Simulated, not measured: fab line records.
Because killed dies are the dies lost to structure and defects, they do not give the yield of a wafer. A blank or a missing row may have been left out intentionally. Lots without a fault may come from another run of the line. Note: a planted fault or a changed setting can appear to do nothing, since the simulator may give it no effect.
Matching of chambers	flow n5_finfet	N5_BEOL_M9_ETCH_66 on rie_diel-02: 4 sister chambers
The step etches SOC in N2/H2, target depth 80 nm, overetch 16 nm, time 120 s. 14 wafers are shown with their chamber, then 7 later ones without.

== WAFERS, EACH WITH ITS CHAMBER ==
wafer	chamber	showerhead_plenum_p_Torr (Torr)	throttle_valve_pct (%)	oes_product_au (a.u.)
L082.2	3	2.56	17.97	0.61
L082.4	0	2.46	17.73	0.64
L082.5	1	2.50	18.10	0.72
L077.2	0	2.46	17.75	0.63
L077.5	3	2.56	17.96	0.61
L077.6	2	2.62	18.06	0.54
L083.1	2	2.62	18.06	0.54
L083.2	0	2.46	17.75	0.64
L083.4	1	2.49	18.10	0.72
L087.2	0	2.46	17.75	0.62
L087.4	1	2.49	18.15	0.70
L087.6	1	2.49	18.12	0.71
L092.1	0	2.45	17.78	0.62
L092.4	3	2.55	17.99	0.59

SIGNATURES (means of the wafers above)
reading	chamber 0	chamber 1	chamber 2	chamber 3	scatter within a chamber
showerhead_plenum_p_Torr	2.4580	2.4925	2.6200	2.5567	0.00471
throttle_valve_pct	17.7520	18.1175	18.0600	17.9733	0.0185
oes_product_au	0.6300	0.7125	0.5400	0.6033	0.0097
Rule: a wafer lies at a distance from a chamber equal to the root of the sum of squares, over the readings, of (its reading less the chamber's mean, divided by the reading's scatter). The wafer belongs to the nearest chamber; if the next one is less than 2 further off, it can't be placed. The scatter: the root of (the sum of the squares of (reading less its chamber's mean) over the shown wafers, divided by (wafers less chambers)).

== WAFERS WITHOUT THEIR CHAMBER ==
wafer	showerhead_plenum_p_Torr (Torr)	throttle_valve_pct (%)	oes_product_au (a.u.)
L092.5	2.49	18.14	0.69
L094.1	2.48	18.15	0.69
L094.2	2.45	17.77	0.61
L094.5	2.61	18.13	0.53
L096.1	2.48	18.17	0.69
L096.4	2.61	18.10	0.53
L096.5	2.48	18.14	0.69

== WHICH CHAMBER EACH ONE RAN IN ==
wafer	from the rows above	in truth
L092.5	1	1
L094.1	1	1
L094.2	0	0
L094.5	2	2
L096.1	1	1
L096.4	2	2
L096.5	1	1
7 of 7 placed correctly. Not placeable from these rows: 0. Wrongly placed: 0.
